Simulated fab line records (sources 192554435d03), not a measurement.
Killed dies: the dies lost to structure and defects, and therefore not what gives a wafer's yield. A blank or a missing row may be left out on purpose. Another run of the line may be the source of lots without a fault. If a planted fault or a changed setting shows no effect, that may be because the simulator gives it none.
A lot that was struck, set against a sound lot ; flow n5_finfet ; 16 steps out of a route of 1938
Sound: wafers L776.1, L776.5, L776.6. Struck: wafers L780.2, L780.5. (L780.6 of the same lot was not struck and is left out.) The cause comes at the end.
Order at every step that has rows: each side's tool, ch and its chambers, its first start. Under that, the readings that differ: sound wafers ; struck wafers ; difference of the means ; sigmas: that difference in standard deviations of wafers without a fault.
alike: words and numbers the same on both sides, and readings whose means are apart by under 2 such deviations; not compared: readings that were withheld, readings missing a value for some wafer, numbers with overlapping values and no deviation given by the record, and bounds like >300 which may hide the same value.
A row with sigmas, a row that says differs or no value, or rows on one side alone: a step with any of these is where the two part. Numbers that don't overlap but have no deviation are shown without sigmas and don't part them. A reading that every wafer of one side lacks parts them only if that side has two wafers or more.

first, 9 steps without rows for these wafers: N5_FIN_CUT_PEB_06 (peb time 60 s); N5_FIN_CUT_DEVELOP_07 (develop time 30 s); N5_FIN_CUT_DESCUM_13 (chemistry O2, time 7 s); N5_FIN_CUT_ETCH_30 (etches underlayer in N2/H2, target depth 13 nm, time 10.4 s); N5_FIN_CUT_ETCH_20 (etches SiARC in CF4, target depth 26 nm, time 43.3 s); N5_FIN_CUT_ETCH_21 (etches SOC in N2/H2, target depth 219 nm, overetch 43.8 nm, time 523.5 s); N5_FIN_CUT_STRIP_23 (strips in N2/H2); N5_FIN_CUT_STRIP_31 (strips in N2/H2); N5_FIN_CUT_STRIP_24 (strips in CF4).
N5_FIN_CUT_CUT_ETCH_26: etches SiNx in CH3F/O2, target depth 39 nm, time 55.7 s.
  sound on rie_diel-05 ch 0,1,3, day 2 05:53; struck on rie_diel-05 ch 0,2, day 3 04:22
reading;sound;struck;difference;sigmas
run_length_s (s);79.08 78.96 78.91;57.65 58.04;-21.14;-73
model.etch.depth_nm (nm);38.49 38.73 39.88;23.83 24.51;-14.86;
model.SOC_of_FIN_CUT_COAT_18.thk_nm (nm);212.2 212 211.6;218.8 218.6;+6.8;
  alike: O2_flow_sccm, drypump_motor_current_A, oes_product_au, rf_vpp_V, showerhead_plenum_p_Torr, throttle_valve_pct
  not compared: rf_hours_counter_h
then, 3 steps without rows for these wafers: N5_FIN_CUT_CUT_ETCH_27 (etches SiO2 in CHF3/O2, target depth 4 nm, overetch 2 nm, time 4.9 s); N5_FIN_CUT_PRECLEAN_35 (cleans in vHF, time 13.3 s); N5_FIN_CUT_CUT_ETCH_15 (etches Si in HBr/Cl2/O2, target depth 100 nm, bt time 10 s, time 42.4 s).
N5_FIN_CUT_CUT_ETCH_28: etches Si in HBr/Cl2/O2, target depth 6 nm, time 2.4 s.
  sound on rie_si-05 ch 0,1,3, day 2 06:08; struck on rie_si-03 ch 0,3, day 3 04:37
reading;sound;struck;difference;sigmas
model.SOC_of_FIN_CUT_COAT_18.thk_nm (nm);169 168.2 168.6;176.2 175;+7.0;
  alike: HBr_flow_sccm, O2_flow_sccm, drypump_motor_current_A, oes_product_au, throttle_valve_pct
  not compared: rf_hours_counter_h
then, 1 step without rows for these wafers: N5_FIN_CUT_STRIP_22 (strips in N2/H2).
-- record jumps: 6 days separate the struck wafers' starts on either side; left off in module FIN_CUT, taken up again in module BEOL_M4, whose first shown step is the route's number 1111 --
N5_BEOL_M4_RC_MEAS_101:
  sound on prober-02 ch 0, day 7 14:16; struck on prober-02 ch 0, day 9 08:02
  alike: DIBL_N, DIBL_P, IOFF_N, IOFF_P, ION_N, ION_P, SS_N, SS_P, VT_N, VT_P

## WHERE THEY PART
Only at N5_FIN_CUT_CUT_ETCH_26, as far as this record shows. Later steps at which nothing parts them and some readings are alike: N5_FIN_CUT_CUT_ETCH_28, N5_BEOL_M4_RC_MEAS_101.

WHY: the cause the simulator had injected
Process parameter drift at N5_FIN_CUT_CUT_ETCH_26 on rie_diel-05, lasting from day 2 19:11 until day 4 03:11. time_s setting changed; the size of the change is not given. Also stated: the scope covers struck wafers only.
